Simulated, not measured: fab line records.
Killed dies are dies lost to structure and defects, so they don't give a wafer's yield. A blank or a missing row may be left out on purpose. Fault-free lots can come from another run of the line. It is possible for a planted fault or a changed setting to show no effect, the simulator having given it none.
8D (eight disciplines) problem report, filled in by code :: flow nand_harc :: the parts of the form that need people (team, actions taken, sign-off) are left out

1. WHAT IS WRONG
NHARC_END_SORT_01, killed_at_periphery: mean 650.0 over 1 wafer from 1 lot; wafers with no fault: 3.3, standard deviation 2.8. That is +99 or more standard deviations from the usual mean.
The first sign was on wafer L421.4 at day 24 11:25, on prober-01. Wafers with a number at this step in the record: 15, from 5 lots. Rule for "out" (also "out of limits"): further than 4 standard deviations from the usual mean. All remaining wafers that have a number are taken as sound.

2. WHAT IT IS; WHAT IT IS NOT
question: which readings at this step
is: killed_at_periphery, defect_limited_yield, killed_dies, sort_bin_2_pct, sort_n_pass, sort_rim_yield_pct, sort_yield_pct
is not: killed_at_array, killed_open, killed_short, sort_bin_3_pct, sort_bin_4_pct

question: which lots
is: L421
is not: L407, L422, L423, L427

question: which wafers of those lots
is: L421.4
is not: L421.5, L421.6

question: read on which gauges
is: prober-01
is not: prober-02

question: when
is: from day 24 11:25
is not: up to then (6 sound wafers); but 8 sound wafers of L421, L423, L427 came after

3. THE SUSPECTS, EACH WITH WHAT RULES IT OUT
Counting: any tool at a process step up to the reading remains a suspect provided it ran every lot that is out. Sound lots after the first of them don't rule it out here, since some wafers of a struck lot are sound.
- the gauge at NHARC_END_SORT_01: kept. All the wafers that are out were read on prober-01, and no step on other tools shows them out.
- pvd_sputter-01 at NHARC_P_M0_PVD_21 (deposits Cu, target thk 30 nm, time 20.49 s): kept. It ran the lot that is out, L421 (day 10 05:29).
- pvd_sputter-02 at NHARC_THIN_TSV_PVD_19 (deposits TaN, target thk 20 nm): kept. It processed L421, the lot that is out, at day 24 08:01, and its most recent sound lot before then was L422 at day 24 05:58. NHARC_THIN_TSV_PVD_19 gives no start for some lots, so the hours and the order of its lots are those of NHARC_END_WLT_00.
- pvd_sputter-02 at NHARC_THIN_TSV_PVD_51 (deposits Cu, target thk 100 nm): kept. It processed L421, the lot that is out, at day 24 08:01, and its most recent sound lot before then was L422 at day 24 05:58. NHARC_THIN_TSV_PVD_51 gives no start for some lots, so the hours and the order of its lots are those of NHARC_END_WLT_00.
Left after counting: pvd_sputter-01 at NHARC_P_M0_PVD_21, pvd_sputter-02 at NHARC_THIN_TSV_PVD_19, pvd_sputter-02 at NHARC_THIN_TSV_PVD_51, prober-01 at NHARC_END_SORT_01.

4. THE CAUSE (what the simulator had put in)
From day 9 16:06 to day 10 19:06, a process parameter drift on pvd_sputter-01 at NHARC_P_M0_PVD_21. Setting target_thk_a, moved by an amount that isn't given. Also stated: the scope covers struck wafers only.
4 suspects survive the count, and this tool is in that group.

5. THE CHAIN OF EFFECTS, in route order
Rows list readings where the struck wafers' mean (over those with a number) sits beyond 3 standard deviations from the usual. Scope: only readings with a usual standard deviation given in the record; hours: median across lots of the time from each lot's start at the first step in this table that gives one to its start at this step; sigmas: change in usual standard deviations.
hours: 0
step: NHARC_END_SORT_01
reading: defect_limited_yield
usual: 95.3 %
on struck wafers: 0.0
change: -95.3
sigmas: -56

hours: 0
step: NHARC_END_SORT_01
reading: killed_at_periphery
usual: 3.3
on struck wafers: 650.0
change: +646.7
sigmas: +99 or more

hours: 0
step: NHARC_END_SORT_01
reading: killed_dies
usual: 32
on struck wafers: 677
change: +645
sigmas: +59

hours: 0
step: NHARC_END_SORT_01
reading: sort_bin_2_pct
usual: 1.4 %
on struck wafers: 96.8
change: +95.4
sigmas: +99 or more

hours: 0
step: NHARC_END_SORT_01
reading: sort_n_pass
usual: 645
on struck wafers: 0
change: -645
sigmas: -59

hours: 0
step: NHARC_END_SORT_01
reading: sort_rim_yield_pct
usual: 95.3 %
on struck wafers: 0.0
change: -95.3
sigmas: -38

hours: 0
step: NHARC_END_SORT_01
reading: sort_yield_pct
usual: 95.3 %
on struck wafers: 0.0
change: -95.3
sigmas: -56

6. WHAT WOULD HAVE CAUGHT IT SOONER
355 hours passed between the start of the fault at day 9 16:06 and the first reading out of limits at a measuring or inspecting step in this record, taken at day 24 11:25.
No tool reading at NHARC_P_M0_PVD_21 that has a usual standard deviation in the record was out on any struck wafer, so an alarm limit of 4 standard deviations on those readings would not have fired.
By day 24 11:25, every lot that is out (1) had started NHARC_P_M0_PVD_21 on pvd_sputter-01. A hold on the tool at that time would have spared none of them.
